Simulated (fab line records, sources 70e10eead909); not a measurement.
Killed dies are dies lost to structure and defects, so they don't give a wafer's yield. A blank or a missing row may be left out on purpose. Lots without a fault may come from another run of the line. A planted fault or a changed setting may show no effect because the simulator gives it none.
Chamber matching | flow nand_harc | NHARC_P_GATE_ETCH_104 on rie_diel-03: 4 sister chambers
The step etches the open film in CF4/CHF3, target depth 60 nm. 14 wafers are shown with their chamber, then 7 later ones without.

WAFERS WITH THEIR CHAMBER
wafer  | chamber | drypump_motor_current_A (A) | rf_vpp_V (V) | oes_product_au (a.u.)
L377.3 | 3       | 6.5                         | 369.3        | 0.932
L377.5 | 2       | 5.8                         | 372.0        | 0.936
L377.6 | 1       | 5.4                         | 374.6        | 0.924
L379.1 | 3       | 6.5                         | 369.1        | 0.925
L379.2 | 2       | 5.8                         | 371.1        | 0.941
L379.5 | 2       | 5.8                         | 371.5        | 0.933
L380.1 | 3       | 6.5                         | 367.2        | 0.966
L380.2 | 2       | 5.8                         | 370.6        | 0.990
L380.3 | 0       | 5.8                         | 369.9        | 0.959
L382.3 | 2       | 5.8                         | 371.0        | 0.979
L382.4 | 3       | 6.5                         | 368.2        | 0.959
L382.5 | 3       | 6.5                         | 367.6        | 0.952
L392.3 | 0       | 5.9                         | 369.4        | 0.922
L392.5 | 2       | 5.8                         | 371.7        | 0.943

SIGNATURES (means of the wafers above)
reading                 | chamber 0 | chamber 1 | chamber 2 | chamber 3 | scatter within a chamber
drypump_motor_current_A | 5.850     | 5.400     | 5.800     | 6.500     | 0.0224
rf_vpp_V                | 369.650   | 374.600   | 371.317   | 368.280   | 0.691
oes_product_au          | 0.94050   | 0.92400   | 0.95367   | 0.94680   | 0.0221
Rule: a wafer's distance from a chamber is the root of the sum, over the readings, of the square of ((its reading less the chamber's mean) divided by the reading's scatter). The wafer belongs to the nearest chamber; if the next one is less than 2 further off, it can't be placed. The scatter: the root of (the sum of the squares of (reading less its chamber's mean) over the shown wafers, divided by (wafers less chambers)).

WAFERS WITHOUT THEIR CHAMBER
wafer  | drypump_motor_current_A (A) | rf_vpp_V (V) | oes_product_au (a.u.)
L392.6 | 6.5                         | 367.4        | 0.928
L393.2 | 5.4                         | 373.8        | 0.962
L393.4 | 5.8                         | 370.1        | 0.989
L393.5 | 6.5                         | 367.3        | 0.973
L394.2 | 5.4                         | 373.8        | 0.988
L394.3 | 5.8                         | 370.0        | 0.979
L394.5 | 6.5                         | 367.5        | 0.961

WHICH CHAMBER EACH WENT THROUGH
wafer  | from the rows above     | in truth
L392.6 | 3                       | 3
L393.2 | 1                       | 1
L393.4 | can't be placed: 2 or 0 | 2
L393.5 | 3                       | 3
L394.2 | 1                       | 1
L394.3 | can't be placed: 2 or 0 | 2
L394.5 | 3                       | 3
Placed correctly: 5 of 7. Can't be placed from these rows: 2 (the true chamber is among the candidates in 2). Placed wrongly: 0.
